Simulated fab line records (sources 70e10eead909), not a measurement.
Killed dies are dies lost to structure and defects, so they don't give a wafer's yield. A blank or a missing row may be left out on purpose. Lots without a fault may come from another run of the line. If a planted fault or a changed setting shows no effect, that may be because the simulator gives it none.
fab line records -- flow nandHarc
record lots=5, wafers=15, lastDay=24
route steps=1159 shown P_GATE@185 END@1159
lots that met no fault: taken from a fault-free run of the same line
startH: start of the lot's first displayed wafer, in hours after the record's first day -- waitH: time in hours since the lot's previous step -- " identical to the entry in the row above -- L1.1+2: several wafers, shown together as one row -- - no value, or no start was given -- * or withheld: withheld -- < > ~ a bound
route shown NAME@n: names a module that has steps shown in the file, with the first one's number in the route -- usual: the fault-free wafers' mean and standard deviation -- same: alike in all rows -- chamber/n: place in a boat -- sites: readings site by site -- _std_site: standard deviation of those values -- _edge_site: inner sites' mean taken away from outer sites' mean -- radiusMm: for every site, how far away it sits from the centre of the wafer -- mask NAME#n: copy n -- behind: tool/chamber where the wafer was last shaped -- hold: reason for holding the lot/hours on hold/outcome of the hold -- device: transistor that didn't switch, given as n, p or np -- end of line: the same wafers' tests at the end of the route -- where a step has no rows: the recipe by itself -- killed: not the wafer's yield, but the dies lost to structure and defects at the first sort -- map: a wafer's dies, x killed, . not, _ none there
set.NAME: the setting the step ran with; set.NAME@STEP: the setting that earlier step ran with -- model.NAME: the simulator's own value behind a step, which no gauge read
lots at some steps of the route; a table a step, a row a wafer
services: when a tool's chamber went out of use (startH, in hours from the record's first day, below 0 if earlier), for how many hours, and the reason
## steps
# step NHARC_P_GATE_CD_MEAS_59
# recipe targetCdNm=720, landingEnergyEv=500
# usual cdNm=719.3/2.9
lot.wafer,tool,chamber,startH,waitH,cdNm
L908.1,cdSem-02,0,116.51,-,716.2
L908.2,cdSem-02,0,116.51,-,718.3
L908.5,cdSem-02,0,116.51,-,714.6
L914.2,cdSem-03,0,155.60,-,716.8
L914.4,cdSem-03,0,155.60,-,716.7
L914.5,cdSem-03,0,155.60,-,715.9
L921.3,cdSem-02,0,199.72,-,721.2
L921.4,cdSem-02,0,199.72,-,721.7
L921.6,cdSem-02,0,199.72,-,719.3
L925.1,cdSem-02,0,220.62,-,717.4
L925.2,cdSem-02,0,220.62,-,717.8
L925.3,cdSem-02,0,220.62,-,718.7
L928.2,cdSem-02,0,236.11,-,722.9
L928.3,cdSem-02,0,236.11,-,721.3
L928.5,cdSem-02,0,236.11,-,721.2
# step NHARC_P_GATE_HARDBAKE_60
# recipe tempC=125, timeS=80
# step NHARC_P_GATE_DESCUM_61
# recipe timeS=3, o2FlowSccm=200, arFlowSccm=0, biasPowerW=0, chemistry=O2
# usual drypumpMotorCurrentA=5.6/0.45, oesProductAu=1.004/0.013, rfVppV=57.7/0.88, showerheadPlenumPTorr=1.88/0.1, throttleValvePct=11.311/0.0086
lot.wafer,tool,chamber,startH,waitH,drypumpMotorCurrentA,oesProductAu,rfHoursCounterH,rfVppV,showerheadPlenumPTorr,throttleValvePct
L908.1,rieDiel-11,3,116.69,-,5.3,0.995,32,58.0,1.83,11.305
L908.2,rieDiel-11,0,116.69,-,6.9,0.995,33,56.8,1.78,11.309
L908.5,rieDiel-11,2,116.69,-,6.1,1.006,-,57.0,1.81,11.301
L914.2,rieDiel-10,1,155.78,-,5.3,1.009,25,58.4,1.78,11.294
L914.4,rieDiel-10,2,155.78,-,6.1,1.002,31,59.6,2.04,11.314
L914.5,rieDiel-10,0,155.78,-,5.7,1.004,-,58.5,1.90,11.317
L921.3,rieDiel-10,3,199.88,-,5.2,1.008,5,59.3,1.88,11.311
L921.4,rieDiel-10,0,199.88,-,5.7,1.010,5,56.9,1.89,11.313
L921.6,rieDiel-10,0,199.88,-,5.7,0.998,-,58.7,1.89,11.312
L925.2,rieDiel-10,0,220.78,-,5.7,1.007,8,58.6,1.89,11.323
L925.1,rieDiel-10,2,220.78,-,6.1,0.996,8,58.6,2.03,11.317
L925.3,rieDiel-10,3,220.78,-,5.2,1.016,8,57.3,1.87,11.313
L928.3,rieDiel-11,3,236.28,-,5.3,0.964,14,57.6,1.81,11.335
L928.2,rieDiel-11,1,236.28,-,5.4,0.975,15,57.0,1.80,11.295
L928.5,rieDiel-11,3,236.28,-,5.3,0.976,-,57.8,1.81,11.303
# step NHARC_P_GATE_IMPLANT_62
# recipe energyKev=20, doseCm2=3e+15, tiltDeg=7
# step NHARC_P_GATE_STRIP_112
# recipe powerW=1500, tempC=110, timeS=200, chemistry=N2/H2
# usual drypumpMotorCurrentA=5.49/0.25, heaterPowerW=96/3.3, rfReflPowerW=23/6
lot.wafer,tool,chamber,startH,waitH,drypumpMotorCurrentA,heaterPowerW,rfHoursCounterH,rfReflPowerW
L908.2,plasmaAsher-02,1,117.57,0.7,5.30,92,37,16
L908.1,plasmaAsher-02,0,117.57,0.7,5.65,98,37,27
L908.5,plasmaAsher-02,0,117.57,0.7,5.67,102,-,27
L914.2,plasmaAsher-02,1,156.16,0.2,5.24,91,49,16
L914.4,plasmaAsher-02,1,156.16,0.2,5.28,93,-,15
L914.5,plasmaAsher-02,0,156.16,0.2,5.71,102,-,26
L921.3,plasmaAsher-01,1,200.46,0.3,5.81,99,-,32
L921.4,plasmaAsher-01,0,200.46,0.3,5.18,93,-,20
L921.6,plasmaAsher-01,1,200.46,0.3,5.80,98,-,32
L925.2,plasmaAsher-01,0,221.15,0.2,5.15,95,41,19
L925.1,plasmaAsher-01,1,221.15,0.2,5.77,100,41,32
L925.3,plasmaAsher-01,0,221.15,0.2,5.17,91,-,19
L928.2,plasmaAsher-02,0,236.68,0.2,5.67,98,10,27
L928.3,plasmaAsher-02,1,236.68,0.2,5.29,95,-,16
L928.5,plasmaAsher-02,0,236.68,0.2,5.65,97,-,27
# step NHARC_P_GATE_STRIP_76
# recipe powerW=1500, tempC=250, chemistry=O2
# usual drypumpMotorCurrentA=5.49/0.26, heaterPowerW=360/12, rfReflPowerW=22/6
lot.wafer,tool,chamber,startH,waitH,drypumpMotorCurrentA,heaterPowerW,rfHoursCounterH,rfReflPowerW
L908.2,plasmaAsher-02,1,117.84,0.2,5.30,354,37,15
L908.1,plasmaAsher-02,0,117.84,0.2,5.69,371,37,26
L908.5,plasmaAsher-02,0,117.84,0.2,5.70,374,-,26
L914.2,plasmaAsher-02,1,156.42,0.2,5.31,344,50,16
L914.4,plasmaAsher-02,1,156.42,0.2,5.27,347,-,16
L914.5,plasmaAsher-02,0,156.42,0.2,5.68,374,-,27
L921.3,plasmaAsher-01,1,200.66,0.2,5.83,359,-,31
L921.4,plasmaAsher-01,0,200.66,0.2,5.18,352,-,19
L921.6,plasmaAsher-01,1,200.66,0.2,5.84,369,-,31
L925.2,plasmaAsher-01,0,221.41,0.2,5.21,343,41,19
L925.1,plasmaAsher-01,1,221.41,0.2,5.91,371,41,31
L925.3,plasmaAsher-01,0,221.41,0.2,5.20,354,-,19
L928.2,plasmaAsher-02,0,236.90,0.2,5.71,369,10,26
L928.3,plasmaAsher-02,1,236.90,0.2,5.28,360,-,16
L928.5,plasmaAsher-02,0,236.90,0.2,5.69,374,-,25
# step NHARC_P_GATE_STRIP_63
# recipe timeS=900, tempC=130, chemistry=SPM
# step NHARC_P_GATE_DEHYDRATE_83
# recipe tempC=150, timeS=120
# step NHARC_P_GATE_HMDS_84
# recipe timeS=30
# step NHARC_P_GATE_COAT_85
# recipe spinRpm=3000
# step NHARC_P_GATE_SOFTBAKE_86
# recipe tempC=122, timeS=95
# step NHARC_P_GATE_EBR_87
# step NHARC_P_GATE_EXPOSE_88
# recipe na=0.6, targetCdNm=2000, doseMj=11.87, maskId=P_HVN
# usual focusOffsetNm=0.1/0.55
# same na=0.6
lot.wafer,tool,chamber,startH,waitH,mask,focusOffsetNm
L908.1,krfScanner-02,0,118.60,-,P_HVN#0,-0.7
L908.2,krfScanner-02,0,118.60,-,P_HVN#0,-0.3
L908.5,krfScanner-02,0,118.60,-,P_HVN#0,-0.4
L914.2,krfScanner-03,0,157.19,-,P_HVN_R1#0,-0.9
L914.4,krfScanner-03,0,157.19,-,P_HVN_R1#0,-1.1
L914.5,krfScanner-03,0,157.19,-,P_HVN_R1#0,-0.9
L921.3,krfScanner-03,0,201.29,-,P_HVN#0,-0.4
L921.4,krfScanner-03,0,201.29,-,P_HVN#0,-0.2
L921.6,krfScanner-03,0,201.29,-,P_HVN#0,-0.2
L925.1,krfScanner-03,0,222.17,-,P_HVN#0,-0.4
L925.2,krfScanner-03,0,222.17,-,P_HVN#0,0.2
L925.3,krfScanner-03,0,222.17,-,P_HVN#0,-0.1
L928.2,krfScanner-03,0,237.66,-,P_HVN#0,-0.3
L928.3,krfScanner-03,0,237.66,-,P_HVN#0,0.0
L928.5,krfScanner-03,0,237.66,-,P_HVN#0,0.6
# step NHARC_P_GATE_PEB_89
# recipe pebTempC=118, pebTimeS=85
# step NHARC_P_GATE_DEVELOP_90
# recipe timeS=70
# step NHARC_P_GATE_CD_MEAS_91
# recipe targetCdNm=2000, landingEnergyEv=500
# usual cdNm=1998.2/2.2
lot.wafer,tool,chamber,startH,waitH,cdNm
L908.1,cdSem-03,0,118.76,-,1996.1
L908.2,cdSem-03,0,118.76,-,1995.5
L908.5,cdSem-03,0,118.76,-,1994.7
L914.2,cdSem-03,0,157.34,-,1962.7
L914.4,cdSem-03,0,157.34,-,1964.7
L914.5,cdSem-03,0,157.34,-,1965.8
L921.3,cdSem-03,0,201.44,-,1997.0
L921.4,cdSem-03,0,201.44,-,1998.2
L921.6,cdSem-03,0,201.44,-,1996.0
L925.1,cdSem-03,0,222.33,-,1996.5
L925.2,cdSem-03,0,222.33,-,1998.9
L925.3,cdSem-03,0,222.33,-,1997.6
L928.2,cdSem-03,0,237.81,-,2002.6
L928.3,cdSem-03,0,237.81,-,1999.3
L928.5,cdSem-03,0,237.81,-,2000.8
# step NHARC_P_GATE_HARDBAKE_92
# recipe tempC=125, timeS=80
# step NHARC_P_GATE_DESCUM_93
# recipe timeS=3, o2FlowSccm=200, arFlowSccm=0, biasPowerW=0, chemistry=O2
# usual drypumpMotorCurrentA=5.7/0.44, oesProductAu=1.007/0.014, rfVppV=57.7/1, showerheadPlenumPTorr=1.89/0.1, throttleValvePct=11.311/0.0082
lot.wafer,tool,chamber,startH,waitH,drypumpMotorCurrentA,oesProductAu,rfHoursCounterH,rfVppV,showerheadPlenumPTorr,throttleValvePct,model.P_GATE.cdNm
L908.2,rieDiel-10,0,118.95,-,5.7,1.013,24,59.2,1.90,11.323,1996
L908.1,rieDiel-10,1,118.95,-,5.3,1.014,18,57.8,1.79,11.302,1997
L908.5,rieDiel-10,3,118.95,-,5.2,0.998,-,58.2,1.88,11.301,1995
L914.4,rieDiel-10,3,157.52,-,5.2,1.017,23,57.6,1.88,11.312,1965
L914.2,rieDiel-10,0,157.52,-,5.7,1.021,32,58.6,1.90,11.307,1963
L914.5,rieDiel-10,1,157.52,-,5.3,1.027,-,56.4,1.78,11.299,1967
L921.4,rieDiel-10,1,201.59,-,5.3,1.037,5,56.6,1.78,11.327,1998
L921.3,rieDiel-10,0,201.59,-,5.7,1.009,5,57.0,1.89,11.323,1998
L921.6,rieDiel-10,1,201.59,-,5.3,1.025,-,57.0,1.78,11.323,1996
L925.3,rieDiel-10,2,222.49,-,6.0,1.018,8,58.1,2.03,11.306,1997
L925.1,rieDiel-10,0,222.49,-,5.7,1.012,8,58.5,1.89,11.315,1997
L925.2,rieDiel-10,1,222.49,-,5.3,1.023,8,56.6,1.78,11.335,1999
L928.3,rieDiel-11,0,237.97,-,6.8,0.990,15,58.5,2.07,11.304,1999
L928.2,rieDiel-11,2,237.97,-,6.1,1.020,15,56.2,1.79,11.319,2002
L928.5,rieDiel-11,0,237.97,-,6.8,0.989,-,57.3,2.07,11.307,2000
# step NHARC_P_GATE_IMPLANT_94
# recipe energyKev=60, doseCm2=2e+15, tiltDeg=7
# step NHARC_END_SORT_01
# recipe tempC=25
# usual killedAtArray=26/8.4, killedAtOther=0.7/0.97, killedAtPeriphery=3.2/2.2, killedDies=30/8.5, killedOpen=3.4/2, killedShort=2/1.3
# same grossDies=677
lot.wafer,tool,chamber,startH,waitH,killedAtArray,killedAtOther,killedAtPeriphery,killedDies,killedOpen,killedShort
L921.3,prober-02,0,538.01,3.1,31,1,0,32,1,2
L921.4,prober-02,0,538.80,3.4,38,2,2,42,6,0
L921.6,prober-02,0,540.40,4.0,31,0,6,37,5,4
L925.1,prober-02,0,544.19,2.5,37,0,3,40,7,3
L925.2,prober-02,0,544.97,2.8,32,0,6,38,1,4
L925.3,prober-02,0,545.76,3.1,31,0,3,34,3,2
L928.2,prober-01,0,570.28,2.8,28,0,2,30,1,2
L928.3,prober-01,0,571.09,3.1,40,0,0,40,0,2
L928.5,prober-01,0,572.70,3.7,35,0,2,37,3,2
# killed by level:class
L921.3 A_STAIRCASE:chamberFilmFlake=7 A_SLIT:chamberFilmFlake=7 A_CHANNEL_HOLE_D1:chamberFilmFlake=5 A_CONTACT:chamberFilmFlake=4 A_WL_FILL:chamberFilmFlake=3 A_M1:chamberFilmFlake=2 A_CHANNEL_FILL_D1:geometricParticle:short=1 A_CONTACT:geometricParticle:open=1
L921.4 A_SLIT:chamberFilmFlake=15 A_STAIRCASE:chamberFilmFlake=8 A_CHANNEL_HOLE_D1:chamberFilmFlake=4 A_CONTACT:geometricParticle:open=3 A_CHANNEL_FILL_D1:chamberFilmFlake=2 A_WL_FILL:chamberFilmFlake=2 A_CONTACT:chamberFilmFlake=2 A_CHANNEL_HOLE_D1:geometricParticle:open=1
L921.6 A_CHANNEL_HOLE_D1:chamberFilmFlake=8 A_SLIT:chamberFilmFlake=8 A_STAIRCASE:chamberFilmFlake=5 A_CONTACT:chamberFilmFlake=4 A_CONTACT:geometricParticle:open=3 P_STI:geometricParticle:short=2 P_M0:geometricParticle:open=2 P_M0:geometricParticle:short=1
L925.1 A_CHANNEL_HOLE_D1:chamberFilmFlake=24 A_ZERO_WELL:chamberFilmFlake=3 P_GATE:geometricParticle:open=2 A_SGD_CUT:geometricParticle:open=2 A_CONTACT:chamberFilmFlake=2 P_CONTACT:geometricParticle:short=1 A_ONON_D1:geometricParticle:open=1 A_CHANNEL_HOLE_D1:geometricParticle:short=1
L925.2 A_CHANNEL_HOLE_D1:chamberFilmFlake=19 A_ZERO_WELL:chamberFilmFlake=4 A_CONTACT:chamberFilmFlake=3 P_ZERO_WELL:chamberFilmFlake=2 P_GATE:chamberFilmFlake=2 P_CONTACT:geometricParticle:short=1 A_SOURCE_PLATE:geometricParticle:short=1 A_ONON_D1:geometricParticle:open=1
L925.3 A_CHANNEL_HOLE_D1:chamberFilmFlake=19 A_CONTACT:chamberFilmFlake=4 A_M0:geometricParticle:open=2 P_M2:chamberFilmFlake=2 P_CONTACT:geometricParticle:open=1 A_SGD_CUT:geometricParticle:short=1 A_M0:geometricParticle:short=1 A_CHANNEL_FILL_D1:chamberFilmFlake=1
L928.2 A_SLIT:chamberFilmFlake=11 A_CHANNEL_HOLE_D1:chamberFilmFlake=6 A_CONTACT:chamberFilmFlake=5 A_ZERO_WELL:chamberFilmFlake=2 A_SGD_CUT:chamberFilmFlake=2 P_M0:geometricParticle:short=1 A_ONON_D1:geometricParticle:short=1 A_CONTACT:geometricParticle:open=1
L928.3 A_SLIT:chamberFilmFlake=22 A_CHANNEL_HOLE_D1:chamberFilmFlake=5 A_CONTACT:chamberFilmFlake=4 A_STAIRCASE:chamberFilmFlake=3 A_ZERO_WELL:chamberFilmFlake=2 A_WL_FILL:geometricParticle:short=1 A_BLC:geometricParticle:short=1 A_CHANNEL_FILL_D1:chamberFilmFlake=1
L928.5 A_SLIT:chamberFilmFlake=14 A_CHANNEL_HOLE_D1:chamberFilmFlake=8 A_CONTACT:chamberFilmFlake=5 A_CHANNEL_FILL_D1:chamberFilmFlake=2 P_GATE:geometricParticle:short=1 A_CHANNEL_HOLE_D1:geometricParticle:open=1 A_SGD_CUT:geometricParticle:open=1 A_WL_FILL:geometricParticle:short=1
## services
tool,chamber,startH,hours,kind
rieDiel-10,0,94.85,4.2,repair
plasmaAsher-01,-,99.20,9.0,pm
rieDiel-10,0,106.70,-,clean
rieDiel-10,1,106.70,-,clean
rieDiel-10,2,106.70,-,clean
rieDiel-10,3,106.70,-,clean
plasmaAsher-01,-,116.42,2.0,repair
rieDiel-10,-,117.58,0.2,repair
rieDiel-10,3,127.17,16.4,repair
rieDiel-10,0,131.20,-,clean
rieDiel-10,1,131.20,-,clean
rieDiel-10,2,131.20,-,clean
rieDiel-10,0,155.70,-,clean
rieDiel-10,2,163.75,5.6,repair
rieDiel-10,1,164.87,9.6,repair
krfScanner-03,-,168.00,4.0,pm
rieDiel-10,-,176.50,9.0,pm
plasmaAsher-02,-,183.30,9.0,pm
rieDiel-11,2,185.50,4.2,repair
rieDiel-11,-,191.18,9.0,pm
plasmaAsher-02,-,193.21,9.6,repair
krfScanner-02,-,210.00,4.0,pm
plasmaAsher-02,-,217.97,6.6,repair
rieDiel-10,2,225.95,9.4,repair
## key
firstSign step=NHARC_P_GATE_EXPOSE_88, reading=mask, direction=changed
effect step=NHARC_P_GATE_CD_MEAS_91, reading=cdNm, direction=down, sigmas=15, usual=1998.2, struck=1964.4
modelEffect step=NHARC_P_GATE_DESCUM_93, value=P_GATE.cdNm, without=1996, struck=1965
metAt NHARC_P_GATE_EXPOSE_88
struckWafers L914.2,L914.4,L914.5
testerLeftOut L914
fault kind=wrongMask, tool=any, chamber=-, onsetH=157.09, steps=NHARC_P_GATE_EXPOSE_88, auxCopy=P_HVN_R1#0, cdOffsetNm=-31.019, scope=struckLotsOnly
# testerLeftOut: of these lots the tester's yield and bins aren't shown, on N5 and GAA mostly nor the transistor test; their killed dies are dies lost to structure and defects alone, not to doping, threshold or leakage, so they don't give the yield
